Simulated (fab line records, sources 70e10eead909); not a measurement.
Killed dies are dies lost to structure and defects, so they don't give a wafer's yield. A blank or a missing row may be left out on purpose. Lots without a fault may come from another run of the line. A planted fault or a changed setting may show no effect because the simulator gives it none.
A struck lot beside a sound one | flow nand_harc | 15 steps out of a route of 1302
Sound: wafers L588.1, L588.2, L588.4. Struck: wafers L599.1, L599.3, L599.5. The cause comes at the end.
At each step with rows: each side's tool, then ch and its chambers, then its first start. Under that, the readings that differ: sound wafers | struck wafers | difference of the means | sigmas: that difference in standard deviations of wafers without a fault.
alike: readings whose means differ by less than 2 such deviations, and words and numbers that are the same on both sides. not compared: withheld readings, readings that some wafer has no value for, bounds like >300 that may hide the same value, and numbers for which the record gives no deviation and whose values overlap.
The two part at a step that has a row with sigmas, a row that says differs or no value, or rows on one side only. Numbers that don't overlap but have no deviation are shown without sigmas and don't part them. A reading that every wafer of one side lacks parts them only if that side has two wafers or more.

first, 1 step without rows for these wafers: NHARC_A_CONTACT_DESCUM_13 (chemistry O2, time 3 s).
NHARC_A_CONTACT_ETCH_88: etches the open film in CF4, target depth 39 nm, time 65 s.
  sound on rie_diel-03 ch 0,1,2, day 24 11:25; struck on rie_diel-03 ch 2,3, day 28 08:07
  reading               | sound             | struck            | difference | sigmas
  oes_product_au (a.u.) | 1.013 0.991 1.014 | 0.994 0.970 0.988 | -0.022     | -2
  alike: drypump_motor_current_A, rf_fwd_power_W, rf_vpp_V, showerhead_plenum_p_Torr, throttle_valve_pct
  not compared: rf_hours_counter_h
then, 1 step without rows for these wafers: NHARC_A_CONTACT_ETCH_89 (etches the open film in N2/H2, target depth 260 nm, time 475.3 s).
NHARC_A_CONTACT_ETCH_30: etches the open film in CF4/CHF3, target depth 72.6 nm, time 36.3 s.
  sound on rie_diel-03 ch 0,1,2; struck on rie_diel-03 ch 0,3
  alike: drypump_motor_current_A, oes_product_au, rf_fwd_power_W, rf_vpp_V, showerhead_plenum_p_Torr, throttle_valve_pct
  not compared: rf_hours_counter_h
then, 1 step without rows for these wafers: NHARC_A_CONTACT_ETCH_31 (etches the open film in O2/COS, target depth 2800 nm, time 728 s).
NHARC_A_CONTACT_ETCH_134: etches the open film in C4F8/O2/Ar, time 140 s, target depth 700 nm.
  sound on har_cap_etch-03 ch 0,1, day 24 12:27; struck on har_cap_etch-02 ch 0,1, day 28 09:08
  not compared: rf_hours_counter_h
then, 4 steps without rows for these wafers: NHARC_A_CONTACT_ETCH_135 (etches the open film in C4F8/O2/Ar, time 311 s, target depth 1912 nm); NHARC_A_CONTACT_ETCH_136 (etches the open film in C4F8/O2/Ar, time 311 s, target depth 1912 nm); NHARC_A_CONTACT_ETCH_137 (etches the open film in C4F8/O2/Ar, time 311 s, target depth 1912 nm); NHARC_A_CONTACT_ETCH_138 (etches the open film in C4F8/O2/Ar, time 311 s, target depth 1914 nm).
NHARC_A_CONTACT_ETCH_139: etches the open film in C4F8/O2/Ar, time 195 s, target depth 840 nm.
  sound on har_cap_etch-03 ch 0,1, day 24 13:44; struck on har_cap_etch-02 ch 0,1, day 28 10:25
  not compared: rf_hours_counter_h
NHARC_A_CONTACT_ETCH_92: etches the open film in CH3F/O2, target depth 40 nm, time 85.7 s.
  sound on rie_diel-03 ch 0,2,3, day 24 14:18; struck on rie_diel-03 ch 1,2,3, day 28 10:59
  alike: ch3f_flow_sccm, drypump_motor_current_A, oes_product_au, rf_fwd_power_W, rf_vpp_V, showerhead_plenum_p_Torr, throttle_valve_pct
  not compared: rf_hours_counter_h
NHARC_A_CONTACT_ETCH_98: etches the open film in C4F6/O2, target depth 20 nm, time 10 s.
  sound on rie_diel-03 ch 1,2,3, day 24 14:26; struck on rie_diel-03 ch 1,3, day 28 11:07
  reading               | sound             | struck            | difference | sigmas
  oes_product_au (a.u.) | 0.952 0.945 0.944 | 0.735 0.752 0.751 | -0.201     | -10
  alike: drypump_motor_current_A, rf_fwd_power_W, rf_vpp_V, showerhead_plenum_p_Torr, throttle_valve_pct
  not compared: rf_hours_counter_h
NHARC_A_CONTACT_CD_MEAS_15:
  sound on cd_sem-01, day 24 14:31; struck on cd_sem-02, day 28 11:12
  alike: cd_nm
NHARC_END_SORT_01:
  the record has rows for the sound wafers here (prober-02 ch 0, day 26 12:55) and none for the struck ones

WHERE THEY PART
First at NHARC_A_CONTACT_ETCH_88; last, within this record, at NHARC_END_SORT_01.

WHY: what the simulator had put in
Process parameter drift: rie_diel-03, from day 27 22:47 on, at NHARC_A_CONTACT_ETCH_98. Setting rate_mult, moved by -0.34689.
